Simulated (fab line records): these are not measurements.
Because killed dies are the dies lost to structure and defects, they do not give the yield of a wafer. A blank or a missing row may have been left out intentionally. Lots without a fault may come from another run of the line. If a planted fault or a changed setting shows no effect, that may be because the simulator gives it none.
fab line records	flow n5Finfet
record: lots: 11	wafers: 31	lastDay: 19
route steps=1938 shown BEOL_M10@1500 PASSIVATION@1936
lots that met no fault: from a run of the same line without faults
startH: the number of hours between the record's first day and the start of the first shown wafer of the lot	waitH: hours since the lot's step before	" as in the row above	L1.1+2: several wafers, shown together as one row	- value missing, or start not given	* or withheld: withheld	< > ~ a bound
route shown NAME@n: a module of which the file shows steps, and the number in the route of the first	usual: the fault-free wafers' mean and standard deviation	same: alike in all rows	chamber/n: place in a boat	sites: each site's reading	_std_site: the values' standard deviation	_edge_site: the outer-site mean with the inner-site mean subtracted	radiusMm: how far each site lies from the wafer's centre	mask NAME#n: copy n	behind: the tool/chamber that last shaped the wafer	hold: why the lot went on hold/how many hours it stayed there/how the hold came to an end	device: the transistor (n, p or np) that didn't switch	end of line: at the end of the route, the tests of the same wafers	step lacking rows: just its recipe	killed: count of dies lost to structure and defects at first sort (not the wafer's yield)	map: dies across one wafer; x = killed, . = not, _ = none there
set.NAME: the setting that was run; set.NAME@STEP: the one run at that earlier step	model.NAME: the simulator's own value behind a step, which no gauge read
steps of the route over a sample of lots; a table a step, a row a wafer
services: the hour from which a tool's chamber was out of use, counted from the record's first day as startH (under 0 if before that day), plus the number of hours and why
== steps ==
step: N5_BEOL_M10_PEB_26
recipe: pebTempC: withheld	pebTimeS: 60	resist: CAR-ArF
usual: resistLineTempC: 23.00/0.099
lot.wafer	tool	chamber	startH	waitH	resistLineTempC
L840.1	lithoTrack-01	0	223.56	0.1	23.06
L840.2	"	0	"	"	22.93
L840.6	"	0	"	"	22.91
L844.3	lithoTrack-05	0	255.96	0.0	22.82
L844.4	"	0	"	"	22.97
L844.6	"	0	"	"	22.97
L848.1	lithoTrack-01	0	281.27	0.1	23.05
L848.2	"	0	"	"	23.19
L848.4	"	0	"	"	23.21
L847.4	lithoTrack-05	0	283.13	0.0	23.19
L847.5	"	0	"	"	22.95
L847.6	"	0	"	"	22.97
L846.3	lithoTrack-03	0	290.84	0.0	23.17
L846.4	"	0	"	"	23.06
L846.5	"	0	"	"	23.14
L854.6	lithoTrack-01	0	333.14	0.0	23.16
L855.2	lithoTrack-01	0	338.77	0.1	23.12
L855.4	"	0	"	"	22.98
L855.5	"	0	"	"	22.98
L858.1	lithoTrack-05	0	369.25	0.1	22.98
L858.2	"	0	"	"	22.88
L858.3	"	0	"	"	23.02
L860.2	lithoTrack-03	0	379.21	0.1	23.02
L860.3	"	0	"	"	23.05
L860.4	"	0	"	"	23.04
L859.1	lithoTrack-03	0	388.82	0.1	23.01
L859.2	"	0	"	"	22.97
L859.4	"	0	"	"	22.83
L863.2	lithoTrack-05	0	388.86	0.1	23.00
L863.4	"	0	"	"	22.90
L863.6	"	0	"	"	23.01
step: N5_BEOL_M10_CD_MEAS_28
recipe: targetCdNm: 70	landingEnergyEv: 500	detector: seInlens	polarity: opening
usual: cdNm: 70.0/0.89
same: landingEnergyEv: 500
lot.wafer	tool	chamber	startH	waitH	cdNm
L840.1	cdSem-02	0	223.62	-	69.2
L840.2	"	0	"	"	67.8
L840.6	"	0	"	"	69.0
L844.3	cdSem-01	0	256.03	-	69.9
L844.4	"	0	"	"	70.8
L844.6	"	0	"	"	69.4
L848.1	cdSem-01	0	281.34	-	69.3
L848.2	"	0	"	"	69.1
L848.4	"	0	"	"	70.2
L847.4	cdSem-01	0	283.20	-	68.0
L847.5	"	0	"	"	70.6
L847.6	"	0	"	"	69.2
L846.3	cdSem-02	0	290.91	-	69.6
L846.4	"	0	"	"	70.1
L846.5	"	0	"	"	69.2
L854.6	cdSem-03	0	333.20	-	73.8
L855.2	cdSem-01	0	338.84	-	74.1
L855.4	"	0	"	"	74.1
L855.5	"	0	"	"	73.8
L858.1	cdSem-01	0	369.31	-	68.7
L858.2	"	0	"	"	69.5
L858.3	"	0	"	"	68.7
L860.2	cdSem-02	0	379.28	-	68.9
L860.3	"	0	"	"	70.5
L860.4	"	0	"	"	70.4
L859.1	cdSem-02	0	388.89	-	69.8
L859.2	"	0	"	"	69.3
L859.4	"	0	"	"	68.7
L863.2	cdSem-01	0	388.93	-	69.5
L863.4	"	0	"	"	69.2
L863.6	"	0	"	"	70.8
step: N5_BEOL_M10_DESCUM_33
recipe: chemistry: O2	timeS: 7.9	sourcePowerW: 50	biasPowerW: 20	pressureMtorr: 20	rfFrequencyHz: 2.712e+07	tempC: 40	resist: CAR-ArF	o2FlowSccm: 225
usual: drypumpMotorCurrentA: 5.5/0.31	oesProductAu: 0.83/0.092	rfVppV: 243.4/1.6	showerheadPlenumPTorr: 2.11/0.084	throttleValvePct: 20.32/0.24
lot.wafer	tool	chamber	startH	waitH	drypumpMotorCurrentA	oesProductAu	rfHoursCounterH	rfVppV	showerheadPlenumPTorr	throttleValvePct
L840.1	rieDiel-01	0	223.71	0.0	5.3	0.70	221	244.5	2.15	20.39
L840.2	"	3	"	"	5.2	0.86	50	242.4	2.02	20.11
L840.6	"	1	"	"	5.6	0.68	-	242.4	1.98	20.43
L844.3	rieDiel-04	0	256.28	0.2	5.5	0.70	245	242.2	2.06	20.44
L844.4	"	1	"	"	5.9	0.70	226	241.3	1.97	20.32
L844.6	"	3	"	"	5.2	0.71	-	242.8	2.07	20.38
L848.1	rieDiel-03	1	281.43	0.0	5.8	0.93	13	242.8	2.15	20.40
L848.2	"	2	"	"	4.9	0.87	52	245.5	2.23	20.53
L848.4	"	0	"	"	5.8	0.87	46	243.5	2.12	19.89
L847.4	rieDiel-04	0	283.30	0.0	5.5	0.69	-	243.5	2.06	20.46
L847.5	"	1	"	"	5.9	0.70	-	241.0	1.97	20.34
L847.6	"	3	"	"	5.2	0.71	-	243.3	2.06	20.39
L846.3	rieDiel-03	3	291.49	0.5	5.4	0.81	92	243.8	2.14	20.67
L846.4	"	1	"	"	5.8	0.91	-	244.3	2.14	20.40
L846.5	"	2	"	"	5.0	0.85	-	245.0	2.23	20.56
L854.6	rieDiel-01	2	333.56	0.3	5.8	0.70	-	241.0	1.97	20.55
L855.2	rieDiel-01	3	338.92	0.0	5.2	0.80	96	242.1	2.01	20.20
L855.4	"	2	"	"	5.8	0.70	240	241.3	1.97	20.56
L855.5	"	2	"	"	5.8	0.70	-	241.1	1.97	20.56
L858.1	rieDiel-03	3	369.42	0.1	5.4	0.79	118	242.3	2.13	20.70
L858.2	"	1	"	"	5.8	0.87	45	242.4	2.13	20.45
L858.3	"	2	"	"	4.9	0.83	80	245.7	2.22	20.58
L860.2	rieDiel-03	1	379.37	0.0	5.8	0.86	47	243.0	2.13	20.45
L860.3	"	0	"	"	5.8	0.84	72	242.2	2.12	19.93
L860.4	"	2	"	"	4.9	0.83	82	245.1	2.22	20.58
L859.1	rieDiel-04	3	388.97	0.0	5.2	0.67	252	242.8	2.05	20.43
L859.2	"	2	"	"	5.4	0.86	61	242.9	2.04	19.98
L859.4	"	0	"	"	5.5	0.92	26	242.0	2.05	20.02
L863.2	rieDiel-01	3	389.02	0.0	5.2	0.78	114	240.3	2.00	20.24
L863.4	"	1	"	"	5.6	0.89	-	244.2	2.23	20.09
L863.6	"	0	"	"	5.3	0.91	-	244.4	2.13	20.02
step: N5_BEOL_M10_ETCH_66
recipe: chemistry: N2/H2	target: SOC	targetDepthA: 1200	overetchA: 240	maskMaterial: SiARC	tempC: 40	timeS: 180	ionEnergyEv: 200	pressureMtorr: 30	sourceW: 840	biasW: 150	n2FlowSccm: 200	h2FlowSccm: 200
usual: drypumpMotorCurrentA: 5.5/0.31	oesProductAu: 0.67/0.069	rfVppV: 524.5/2.7	showerheadPlenumPTorr: 2.56/0.097	throttleValvePct: 17.71/0.24
lot.wafer	tool	chamber	startH	waitH	drypumpMotorCurrentA	oesProductAu	rfHoursCounterH	rfVppV	showerheadPlenumPTorr	throttleValvePct
L840.1	rieDiel-01	0	223.80	0.0	5.3	0.57	221	525.8	2.62	17.95
L840.2	"	3	"	"	5.3	0.69	50	522.8	2.47	17.48
L840.6	"	1	"	"	5.6	0.55	-	520.9	2.40	17.77
L844.3	rieDiel-04	0	256.37	0.0	5.6	0.57	245	522.6	2.51	17.97
L844.4	"	1	"	"	5.9	0.57	226	520.6	2.41	17.77
L844.6	"	3	"	"	5.2	0.58	-	524.5	2.54	18.00
L848.1	rieDiel-03	1	281.51	0.0	5.8	0.75	13	525.2	2.60	17.75
L848.2	"	2	"	"	4.9	0.69	52	527.6	2.70	17.86
L848.4	"	0	"	"	5.8	0.70	46	525.0	2.59	17.37
L847.4	rieDiel-04	0	283.42	0.1	5.5	0.56	-	522.8	2.51	18.01
L847.5	"	1	"	"	5.9	0.56	-	519.3	2.41	17.80
L847.6	"	3	"	"	5.2	0.58	-	523.3	2.53	18.00
L846.3	rieDiel-03	3	291.57	0.0	5.5	0.64	92	525.1	2.57	17.86
L846.4	"	1	"	"	5.8	0.74	-	525.2	2.60	17.77
L846.5	"	2	"	"	4.9	0.68	-	527.6	2.69	17.86
L854.6	rieDiel-01	2	333.68	0.1	5.8	0.57	-	518.1	2.40	17.96
L855.2	rieDiel-01	3	339.01	0.0	5.2	0.64	97	521.5	2.45	17.57
L855.4	"	2	"	"	5.8	0.58	240	520.2	2.40	17.95
L855.5	"	2	"	"	5.8	0.57	-	521.1	2.40	17.96
L858.1	rieDiel-03	3	369.50	0.0	5.4	0.63	118	523.4	2.56	17.89
L858.2	"	1	"	"	5.8	0.70	45	525.2	2.59	17.83
L858.3	"	2	"	"	4.9	0.67	80	527.6	2.68	17.92
L860.2	rieDiel-03	1	379.45	0.0	5.8	0.70	47	524.4	2.59	17.83
L860.3	"	0	"	"	5.8	0.66	72	523.7	2.58	17.40
L860.4	"	2	"	"	5.0	0.66	82	528.6	2.68	17.92
L859.1	rieDiel-04	3	389.06	0.0	5.2	0.55	252	522.6	2.51	18.07
L859.2	"	2	"	"	5.4	0.69	61	524.0	2.47	17.30
L859.4	"	0	"	"	5.5	0.74	26	521.9	2.49	17.54
L863.2	rieDiel-01	3	389.10	0.0	5.3	0.63	114	520.4	2.44	17.59
L863.4	"	1	"	"	5.6	0.72	-	528.0	2.69	17.39
L863.6	"	0	"	"	5.3	0.72	-	527.1	2.59	17.54
step: N5_BEOL_M10_OCD_MEAS_38
usual: trenchDepthNm: 150/3.2
lot.wafer	tool	chamber	startH	waitH	trenchDepthNm
L840.1	ocd-02	-	224.21	-	142
L840.2	"	-	"	"	148
L840.6	"	-	"	"	146
L844.3	ocd-02	-	256.78	-	148
L844.4	"	-	"	"	148
L844.6	"	-	"	"	149
L848.1	ocd-01	-	281.92	-	153
L848.2	"	-	"	"	154
L848.4	"	-	"	"	151
L847.4	ocd-01	-	283.78	-	147
L847.5	"	-	"	"	149
L847.6	"	-	"	"	148
L846.3	ocd-01	-	291.98	-	149
L846.4	"	-	"	"	154
L846.5	"	-	"	"	150
L854.6	ocd-02	-	334.04	-	147
L855.2	ocd-01	-	339.43	-	149
L855.4	"	-	"	"	145
L855.5	"	-	"	"	145
L858.1	ocd-01	-	369.91	-	150
L858.2	"	-	"	"	154
L858.3	"	-	"	"	153
L860.2	ocd-02	-	379.86	-	153
L860.3	"	-	"	"	152
L860.4	"	-	"	"	152
L859.1	ocd-01	-	389.47	-	147
L859.2	"	-	"	"	153
L859.4	"	-	"	"	145
L863.2	ocd-02	-	389.51	-	148
L863.4	"	-	"	"	150
L863.6	"	-	"	"	152
step: N5_PASSIVATION_PROBE_49
usual: killed_at_M0_to_M3: 33/11	killed_at_M4_up: 15/6.2	killedAtContacts: 13/6.5	killedAtFrontEnd: 38/11	killedAtOther: 3.4/2.6	killedDies: 102/17	killedOpen: 67/12	killedShort: 34/7.9
same: grossDies: 1180	killedAtBackSide: 0
lot.wafer	tool	chamber	startH	waitH	killed_at_M0_to_M3	killed_at_M4_up	killedAtContacts	killedAtFrontEnd	killedAtOther	killedDies	killedOpen	killedShort
L854.6	prober-01	-	392.12	0.3	23	13	8	77	4	125	52	17
killed by level:class
L854.6 FIN_CUT:unspecified=56 MOL_CONTACT_COAG:geometricParticle:open=8 BEOL_M4:geometricParticle:open=6 BEOL_M0_SAQP:geometricParticle:open=6 BEOL_M1:geometricParticle:open=6 STI_FIN_REVEAL:geometricParticle:open=5 FIN_SAQP:geometricParticle:short=3 BEOL_M0_SAQP:geometricParticle:short=3
== services ==
tool	chamber	startH	hours	kind
rieDiel-03	1	218.97	-	clean
rieDiel-03	1	218.97	-	consumableReplace:focusRing
rieDiel-03	1	218.97	17.2	scheduledDown
rieDiel-03	1	218.97	17.2	ventCycle
rieDiel-04	1	232.60	8.5	repair
rieDiel-01	3	236.72	4.0	repair
rieDiel-01	1	259.55	-	clean
rieDiel-01	1	259.55	-	consumableReplace:focusRing
rieDiel-01	1	259.55	-	consumableReplace:showerhead
rieDiel-01	1	259.55	32.3	scheduledDown
rieDiel-01	1	259.55	32.3	ventCycle
rieDiel-04	2	262.52	29.1	repair
rieDiel-03	0	285.15	18.7	repair
rieDiel-04	0	291.63	-	clean
rieDiel-01	0	291.88	-	clean
rieDiel-01	0	291.88	-	consumableReplace:focusRing
rieDiel-01	0	291.88	17.7	scheduledDown
rieDiel-01	0	291.88	17.7	ventCycle
rieDiel-03	2	360.21	3.0	repair
rieDiel-01	2	368.58	-	clean
rieDiel-01	2	368.58	-	consumableReplace:focusRing
rieDiel-01	2	368.58	-	consumableReplace:showerhead
rieDiel-01	2	368.58	24.0	scheduledDown
rieDiel-01	2	368.58	24.0	ventCycle
== key ==
firstSign: step: N5_BEOL_M10_CD_MEAS_28	reading: cdNm	direction: up	sigmas: 4.5	usual: 70.0	struck: 73.9	through: controlLoop
effect none on later readings
metAt N5_BEOL_M10_PEB_26
struckLots L854,L855
testerLeftOut L854
loopTrim: step: N5_BEOL_M10_EXPOSE_25	setting: dose	lots: L854
notActingAt N5_BEOL_M10_DESCUM_33,N5_BEOL_M10_ETCH_66,N5_BEOL_M10_OCD_MEAS_38
onsetBetween 281.27 333.14
earlierFault: kind: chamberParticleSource	tool: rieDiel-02	chamber: 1	onsetH: 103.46	steps: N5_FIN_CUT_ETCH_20	ratePerVisitCm2: 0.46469
fault: kind: processParameterDrift	tool: lithoTrack-01	chamber: -	onsetH: 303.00	steps: N5_BEOL_M10_PEB_26	channel: pebTimeS	offset: *	shape: step	actsIn: *	stated: *
testerLeftOut: of these lots the tester's yield and bins aren't shown, on N5 and GAA mostly nor the transistor test; their killed dies are dies lost to structure and defects alone, not to doping, threshold or leakage, so they don't give the yield
loopTrim: a control loop set the setting to another value than it would have without faults
